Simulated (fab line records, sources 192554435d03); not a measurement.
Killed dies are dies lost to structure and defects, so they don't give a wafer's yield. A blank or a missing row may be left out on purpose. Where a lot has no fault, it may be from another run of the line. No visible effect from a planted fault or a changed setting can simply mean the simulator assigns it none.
Chamber matching + flow n5 finfet + N5_BEOL_M1_ETCH_77 on rie diel-05: 4 sister chambers
The step etches underlayer in N2/H2, target depth 6.5 nm, time 5.2 s. 8 wafers are shown with their chamber, then 10 later ones without.

== EACH WAFER AND ITS CHAMBER ==
| wafer  | chamber | throttle valve pct (%) | showerhead plenum p Torr (Torr) |
|--------|---------|------------------------|---------------------------------|
| L078.2 | 3       | 17.86                  | 2.56                            |
| L083.5 | 3       | 17.85                  | 2.55                            |
| L084.3 | 2       | 18.05                  | 2.54                            |
| L085.3 | 0       | 17.44                  | 2.50                            |
| L085.5 | 1       | 17.52                  | 2.41                            |
| L085.6 | 0       | 17.48                  | 2.50                            |
| L087.1 | 1       | 17.49                  | 2.41                            |
| L087.2 | 2       | 18.08                  | 2.54                            |

== WAFERS WITHOUT THEIR CHAMBER ==
| wafer  | throttle valve pct (%) | showerhead plenum p Torr (Torr) |
|--------|------------------------|---------------------------------|
| L087.5 | 17.92                  | 2.55                            |
| L089.1 | 17.52                  | 2.41                            |
| L089.2 | 17.90                  | 2.55                            |
| L089.6 | 17.52                  | 2.41                            |
| L090.1 | 17.52                  | 2.41                            |
| L090.4 | 17.47                  | 2.50                            |
| L090.5 | 17.86                  | 2.55                            |
| L096.3 | 17.51                  | 2.49                            |
| L096.4 | 17.50                  | 2.49                            |
| L096.5 | 18.12                  | 2.53                            |

== THE CHAMBER EACH PASSED THROUGH ==
| wafer  | from the rows above | in truth |
|--------|---------------------|----------|
| L087.5 | 3                   | 3        |
| L089.1 | 1                   | 1        |
| L089.2 | 3                   | 3        |
| L089.6 | 1                   | 1        |
| L090.1 | 1                   | 1        |
| L090.4 | 0                   | 0        |
| L090.5 | 3                   | 3        |
| L096.3 | 0                   | 0        |
| L096.4 | 0                   | 0        |
| L096.5 | 2                   | 2        |
10 of 10 placed correctly. Left unplaced by these rows: 0. Wrongly placed: 0.
How it was worked out, from the rows above alone: a wafer's distance from a chamber is the root of the sum, over the readings, of the square of ((its reading less the chamber's mean) divided by the reading's scatter). If the next closest chamber is less than 2 further off than the closest, the wafer can't be placed; otherwise it belongs to the closest. The mean given for a chamber averages the wafers shown for that chamber. The scatter: the root of (the sum of the squares of (reading less its chamber's mean) over the shown wafers, divided by (wafers less chambers)).
